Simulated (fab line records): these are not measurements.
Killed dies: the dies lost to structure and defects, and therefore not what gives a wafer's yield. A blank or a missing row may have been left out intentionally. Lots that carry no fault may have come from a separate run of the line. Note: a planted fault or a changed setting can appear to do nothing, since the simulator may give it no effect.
Which tool is to blame? + flow n5Finfet + 10 lots with 30 wafers sampled at 5 steps, on a route of 1938 steps

WHAT THE GAUGES READ, wafer by wafer
N5_PMOS_HMC_CHANNEL_EPI_THK_MEAS_22. Usual: HMC_CMP_THK gives 53.9 nm (standard deviation 0.75).
| lot  | measured    | on           | HMC_CMP_THK (nm) | flag |
|------|-------------|--------------|------------------|------|
| L622 | day 2 13:39 | filmMetro-01 | 54.9 52.9 52.6   |      |
| L627 | day 3 20:26 | filmMetro-01 | 53.9 52.9 53.5   |      |
| L628 | day 4 01:50 | filmMetro-02 | 53.9 55.4 53.7   |      |
| L629 | day 4 08:10 | filmMetro-01 | 54.4 53.3 53.5   |      |
| L631 | day 4 20:08 | filmMetro-01 | 53.3 54.4 54.3   |      |
| L634 | day 5 13:19 | filmMetro-01 | 54.4 55.0 55.2   |      |
| L635 | day 5 20:13 | filmMetro-02 | 54.2 54.9 54.6   |      |
| L638 | day 6 13:35 | filmMetro-01 | 53.8 54.5 53.4   |      |
| L640 | day 7 02:40 | filmMetro-01 | 53.4 54.0 55.2   |      |
| L641 | day 7 08:56 | filmMetro-01 | 54.1 53.0 53.1   |      |

N5_BEOL_M4_RC_MEAS_101. Usual: DIBL_N 36.6 mV/V, standard deviation 1.3; DIBL_P 36.4 mV/V, standard deviation 1.4; IOFF_N 0.167 nA/um, standard deviation 0.023; IOFF_P 0.219 nA/um, standard deviation 0.029; ION_N 678 uA/um, standard deviation 8.7; ION_P 464 uA/um, standard deviation 6.4; RS_PWELL 3004 ohm/sq, standard deviation 22; SS_N 71.5 mV/dec, standard deviation 0.53; SS_P 73.4 mV/dec, standard deviation 0.57; VT_N 248.5 mV, standard deviation 2.8; VT_P -249 mV, standard deviation 3.1.
| lot  | measured     | on        | DIBL_N (mV/V)  | DIBL_P (mV/V)  | IOFF_N (nA/um)    | IOFF_P (nA/um)    | ION_N (uA/um) | ION_P (uA/um) | RS_PWELL (ohm/sq) | SS_N (mV/dec)  | SS_P (mV/dec)  | VT_N (mV)         | VT_P (mV)      | flag |
|------|--------------|-----------|----------------|----------------|-------------------|-------------------|---------------|---------------|-------------------|----------------|----------------|-------------------|----------------|------|
| L622 | day 9 01:15  | prober-02 | 35.6 37.3 36.9 | 34.5 36.0 36.0 | 0.152 0.181 0.180 | 0.219 0.244 0.244 | 676 685 679   | 470 472 468   | 3010 3004 3021    | 71.3 71.9 71.7 | 73.5 73.3 73.9 | 247.8 246.9 249.0 | -246 -247 -245 |      |
| L627 | day 11 14:48 | prober-02 | 35.0 37.0 37.8 | 34.1 36.9 37.1 | 0.133 0.166 0.169 | 0.192 0.239 0.238 | 666 681 669   | 462 471 459   | 2991 2971 2948    | 70.6 71.8 71.9 | 72.9 73.5 73.4 | 252.4 247.1 250.5 | -249 -247 -246 |      |
| L628 | day 13 12:19 | prober-01 | 35.0 37.5 36.5 | 35.7 38.7 37.6 | 0.166 0.216 0.195 | 0.218 0.273 0.262 | 672 671 671   | 460 466 469   | 2981 2968 2963    | 71.2 71.8 71.5 | 72.8 73.4 74.1 | 247.8 248.1 247.5 | -251 -248 -249 |      |
| L629 | day 12 19:20 | prober-01 | 34.9 36.6 34.6 | 34.7 36.5 34.2 | 0.144 0.170 0.131 | 0.182 0.208 0.178 | 674 669 665   | 460 458 461   | 3002 3014 2992    | 71.2 71.6 70.7 | 72.9 73.3 72.7 | 250.8 247.6 249.1 | -253 -249 -251 |      |
| L631 | day 13 02:11 | prober-02 | 35.6 36.8 35.9 | 34.4 36.1 35.5 | 0.148 0.175 0.152 | 0.192 0.229 0.214 | 673 687 671   | 458 468 464   | 3002 2990 2976    | 70.7 71.4 71.7 | 73.2 73.6 73.0 | 250.9 248.2 248.8 | -250 -248 -248 |      |
| L634 | day 13 08:50 | prober-02 | 37.3 38.8 37.2 | 36.1 38.8 35.9 | 0.187 0.219 0.182 | 0.241 0.290 0.238 | 675 681 669   | 464 468 459   | 3045 3026 3045    | 72.4 72.3 72.7 | 73.5 75.0 73.2 | 248.6 245.4 246.7 | -245 -244 -246 |      |
| L635 | day 14 05:10 | prober-01 | 36.7 36.8 35.3 | 35.2 37.2 35.2 | 0.151 0.157 0.133 | 0.167 0.193 0.169 | 675 674 665   | 448 460 453   | 2983 2990 2983    | 72.3 71.7 71.6 | 73.0 73.3 72.5 | 250.5 248.2 251.8 | -255 -254 -252 |      |
| L640 | day 15 15:37 | prober-01 | 37.1 37.8 36.9 | 39.1 38.4 38.3 | 0.171 0.177 0.168 | 0.247 0.233 0.222 | 675 675 678   | 463 465 466   | 4823 4857 4840    | 72.1 72.5 71.7 | 73.3 73.7 73.8 | 249.8 250.0 252.3 | -248 -248 -251 | OFF  |
| L641 | day 15 22:28 | prober-01 | 38.3 37.2 37.2 | 39.0 36.4 36.5 | 0.232 0.194 0.189 | 0.281 0.235 0.234 | 704 689 691   | 477 468 468   | 4861 4890 4844    | 71.8 71.3 71.6 | 74.7 74.4 73.3 | 242.5 245.3 245.2 | -245 -249 -250 | OFF  |

TOOL THAT RAN EACH LOT (tool first, then ch and the chambers of the sampled wafers, then the start)
| lot  | N5_WELL_APT_DESCUM_30            | N5_WELL_APT_IMPLANT_31         | N5_PMOS_HMC_CHANNEL_EPI_STRIP_33 |
|------|----------------------------------|--------------------------------|----------------------------------|
| L622 | rieDiel-04 ch 0,3, day 2 09:07   | implanter-02 ch 0, day 2 09:15 | rieDiel-06 ch 1,2,3, day 2 11:28 |
| L627 | rieDiel-04 ch 2,3, day 3 15:37   | implanter-01 ch 0, day 3 15:44 | rieDiel-03 ch 1,2,3, day 3 18:19 |
| L628 | rieDiel-05 ch 1,3, day 3 21:03   | implanter-02 ch 0, day 3 21:13 | rieDiel-02 ch 0,2, day 3 23:41   |
| L629 | rieDiel-04 ch 0,3, day 4 03:20   | implanter-01 ch 0, day 4 03:28 | rieDiel-02 ch 0,2, day 4 06:02   |
| L631 | rieDiel-04 ch 1,2,3, day 4 15:20 | implanter-01 ch 0, day 4 15:28 | rieDiel-03 ch 0,2,3, day 4 17:59 |
| L634 | rieDiel-05 ch 1,2,3, day 5 08:53 | implanter-01 ch 0, day 5 09:01 | rieDiel-02 ch 2,3, day 5 11:11   |
| L635 | rieDiel-04 ch 1,2, day 5 15:44   | implanter-02 ch 0, day 5 15:52 | rieDiel-06 ch 1,3, day 5 18:04   |
| L638 | rieDiel-01 ch 1,2,3, day 6 09:04 | implanter-01 ch 0, day 6 09:14 | rieDiel-06 ch 1,3, day 6 11:27   |
| L640 | rieDiel-04 ch 1,2,3, day 6 22:14 | implanter-01 ch 0, day 6 22:25 | rieDiel-03 ch 0,3, day 7 00:31   |
| L641 | rieDiel-05 ch 1,3, day 7 04:01   | implanter-01 ch 0, day 7 04:09 | rieDiel-03 ch 0,1,3, day 7 06:49 |
- N5_WELL_APT_DESCUM_30: chemistry O2, time 7.9 s.
- N5_WELL_APT_IMPLANT_31
- N5_PMOS_HMC_CHANNEL_EPI_STRIP_33: strips in N2/H2.

AS READ BY THE TOOLS THEMSELVES (means over the sampled wafers that have a number; for cases with no such wafer, the mark the record gives instead)
N5_WELL_APT_DESCUM_30. Usual: chamberPressureMTorr 20.003 mTorr, standard deviation 0.021; drypumpMotorCurrentA 5.8 A, standard deviation 0.46; oesProductAu 0.77 a.u., standard deviation 0.078; rfFwdPowerW 49.70 W, standard deviation 0.2; rfVppV 243.5 V, standard deviation 1.2; showerheadPlenumPTorr 2.12 Torr, standard deviation 0.054; tempC 39.98 C, standard deviation 0.1; throttleValvePct 20.52 %, standard deviation 0.14.
| lot  | tool       | chamberPressureMTorr (mTorr) | drypumpMotorCurrentA (A) | oesProductAu (a.u.) | rfFwdPowerW (W) | rfVppV (V) | showerheadPlenumPTorr (Torr) | tempC (C) | throttleValvePct (%) | flag |
|------|------------|------------------------------|--------------------------|---------------------|-----------------|------------|------------------------------|-----------|----------------------|------|
| L622 | rieDiel-04 | 20.000                       | 5.8                      | 0.70                | 49.70           | 244.3      | 2.15                         | 39.91     | 20.51                |      |
| L627 | rieDiel-04 | 19.998                       | 5.5                      | 0.72                | 49.81           | 243.9      | 2.11                         | 40.07     | 20.60                |      |
| L628 | rieDiel-05 | 20.016                       | 6.2                      | 0.84                | 49.83           | 242.5      | 2.06                         | 39.97     | 20.43                |      |
| L629 | rieDiel-04 | 19.993                       | 6.0                      | 0.69                | 49.62           | 244.8      | 2.15                         | 40.03     | 20.53                |      |
| L631 | rieDiel-04 | 19.995                       | 5.7                      | 0.70                | 49.59           | 244.1      | 2.10                         | 40.00     | 20.58                |      |
| L634 | rieDiel-05 | 20.017                       | 6.2                      | 0.79                | 49.78           | 242.6      | 2.10                         | 40.09     | 20.52                |      |
| L635 | rieDiel-04 | 20.010                       | 6.0                      | 0.70                | 49.49           | 243.2      | 2.07                         | 39.97     | 20.59                |      |
| L638 | rieDiel-01 | 20.006                       | 5.3                      | 0.75                | 49.59           | 243.4      | 2.12                         | 39.93     | 20.57                |      |
| L640 | rieDiel-04 | 20.023                       | 5.8                      | 0.79                | 49.68           | 242.9      | 2.09                         | 40.10     | 20.48                |      |
| L641 | rieDiel-05 | 20.017                       | 6.4                      | 0.81                | 50.01           | 242.7      | 2.08                         | 39.94     | 20.38                |      |

N5_WELL_APT_IMPLANT_31. Usual: doseIonsCm2 1.4998e+13, standard deviation 1.7e+10; faradayCurrentUA 190, standard deviation 3.9.
| lot  | tool         | doseIonsCm2 | faradayCurrentUA | flag |
|------|--------------|-------------|------------------|------|
| L622 | implanter-02 | 1.4984e+13  | 189              |      |
| L627 | implanter-01 | 1.5004e+13  | 191              |      |
| L628 | implanter-02 | 1.5004e+13  | 191              |      |
| L629 | implanter-01 | 1.4998e+13  | 190              |      |
| L631 | implanter-01 | 1.5003e+13  | 192              |      |
| L634 | implanter-01 | 1.5013e+13  | 188              |      |
| L635 | implanter-02 | 1.5008e+13  | 188              |      |
| L638 | implanter-01 | 6.5483e+12  | 85               | OFF  |
| L640 | implanter-01 | 6.5090e+12  | 83               | OFF  |
| L641 | implanter-01 | 6.5083e+12  | 83               | OFF  |

N5_PMOS_HMC_CHANNEL_EPI_STRIP_33. Usual: for chamberPressureMTorr, 50.01 mTorr with a standard deviation of 0.091; for drypumpMotorCurrentA, 5.7 A with a standard deviation of 0.43; for oesProductAu, 0.77 a.u. with a standard deviation of 0.085; for rfVppV, 54.3 V with a standard deviation of 1.7; for showerheadPlenumPTorr, 3.35 Torr with a standard deviation of 0.11; for tempC, 39.99 C with a standard deviation of 0.096; for throttleValvePct, 18.98 % with a standard deviation of 0.29.
| lot  | tool       | chamberPressureMTorr (mTorr) | drypumpMotorCurrentA (A) | oesProductAu (a.u.) | rfVppV (V) | showerheadPlenumPTorr (Torr) | tempC (C) | throttleValvePct (%) | flag |
|------|------------|------------------------------|--------------------------|---------------------|------------|------------------------------|-----------|----------------------|------|
| L622 | rieDiel-06 | 49.94                        | 5.9                      | 0.73                | 55.1       | 3.36                         | 39.89     | 18.97                |      |
| L627 | rieDiel-03 | 50.02                        | 5.6                      | 0.70                | 55.2       | 3.29                         | 39.96     | 19.17                |      |
| L628 | rieDiel-02 | 50.06                        | 5.8                      | 0.71                | 55.1       | 3.37                         | 40.01     | 18.94                |      |
| L629 | rieDiel-02 | 49.92                        | 5.9                      | 0.73                | 54.2       | 3.43                         | 39.86     | 18.84                |      |
| L631 | rieDiel-03 | 50.14                        | 5.2                      | 0.76                | 52.8       | 3.22                         | 40.08     | 18.80                |      |
| L634 | rieDiel-02 | 50.01                        | 5.9                      | 0.77                | 53.6       | 3.42                         | 39.96     | 18.85                |      |
| L635 | rieDiel-06 | 49.99                        | 5.5                      | 0.71                | 55.7       | 3.39                         | 39.99     | 19.12                |      |
| L638 | rieDiel-06 | 49.95                        | 5.5                      | 0.71                | 54.7       | 3.39                         | 39.98     | 19.12                |      |
| L640 | rieDiel-03 | 50.02                        | 5.0                      | 0.90                | 56.0       | 3.39                         | 39.96     | 18.49                |      |
| L641 | rieDiel-03 | 50.04                        | 5.5                      | 0.84                | 54.6       | 3.44                         | 39.87     | 18.84                |      |

THE ANSWER, worked out from the rows above alone
Rule: a lot is off if the mean of its wafers that have a number lies more than 3 standard deviations from the usual mean. A lot without any number at a reading at which 4 lots or more have one is off too. Any other lot the step has rows for is counted as sound. Order of review: gauges by route order, followed by the tools' own readings, for which a lot's mean as printed above is used. At the first step where some lot is off, the reading lying furthest off is the one used; lots without a number count as furthest.
Off: at N5_BEOL_M4_RC_MEAS_101 (RS_PWELL), L640, L641. Neither off nor sound, because the step has no rows for them: L638.
A tool fits if, at a process step before that reading, it ran every lot that is off, and no sound lot after the first of them. The gauges at N5_BEOL_M4_RC_MEAS_101 aren't tried: what is off there is off at N5_WELL_APT_IMPLANT_31 too, on other tools, and a gauge's error can't cause that. This does not decide it: 2 tools fit, namely implanter-01 at N5_WELL_APT_IMPLANT_31 and rieDiel-03 at N5_PMOS_HMC_CHANNEL_EPI_STRIP_33.

WHAT THE SIMULATOR HAD PUT IN
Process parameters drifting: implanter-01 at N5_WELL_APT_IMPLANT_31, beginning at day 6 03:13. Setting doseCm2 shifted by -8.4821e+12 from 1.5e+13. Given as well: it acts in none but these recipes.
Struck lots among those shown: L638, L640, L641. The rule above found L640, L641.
